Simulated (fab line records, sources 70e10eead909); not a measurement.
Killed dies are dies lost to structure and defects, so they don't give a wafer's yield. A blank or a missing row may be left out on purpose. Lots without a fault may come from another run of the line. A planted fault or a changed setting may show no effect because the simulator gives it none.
Which tool did it? | flow nand_harc | 12 lots, 36 wafers sampled, at 1 step of a route of 1159

WHAT THE GAUGES READ, wafer by wafer
NHARC_A_M0_INSPECT_11.
lot  | measured     | on                | raw_defect_count
L075 | day 17 18:01 | defect_inspect-02 | 38 38 40
L079 | day 18 02:20 | defect_inspect-02 | 30 30 21
L078 | day 18 21:33 | defect_inspect-01 | 42 41 44
L080 | day 19 05:08 | defect_inspect-01 | 41 33 41
L084 | day 19 18:07 | defect_inspect-02 | 42 34 43
L087 | day 20 06:20 | defect_inspect-01 | 28 35 29
L085 | day 21 12:31 | defect_inspect-02 | 48 44 51
L089 | day 21 13:59 | defect_inspect-02 | 58 31 50
L090 | day 21 21:52 | defect_inspect-02 | 30 27 51
L095 | day 22 12:26 | defect_inspect-02 | 27 19 24
L093 | day 22 23:49 | defect_inspect-01 | 41 29 39
L097 | day 23 08:01 | defect_inspect-01 | 22 28 19

WHICH TOOL RAN EACH LOT (tool, then ch and the chambers of the sampled wafers, then the start)
The record holds no process step before these readings.

THE ANSWER, worked out from the rows above alone
Rule: what is usual is taken from the lots themselves. Put in order of their means at a reading, lots are off if they are a third of the lots or fewer, leave a main group of 4 or more, and stand apart from it by a gap of 3 or more times the standard deviation of the main group's means; of several such gaps the widest counts. A main group whose means are all the same, to the digits that the tables above print for the reading, isn't used. A lot without any number at a reading at which 4 lots or more have one is off too. The other lots that the step has rows for count as sound.
No lot is off at any reading shown: from this, nothing can be told.

WHAT THE SIMULATOR HAD PUT IN
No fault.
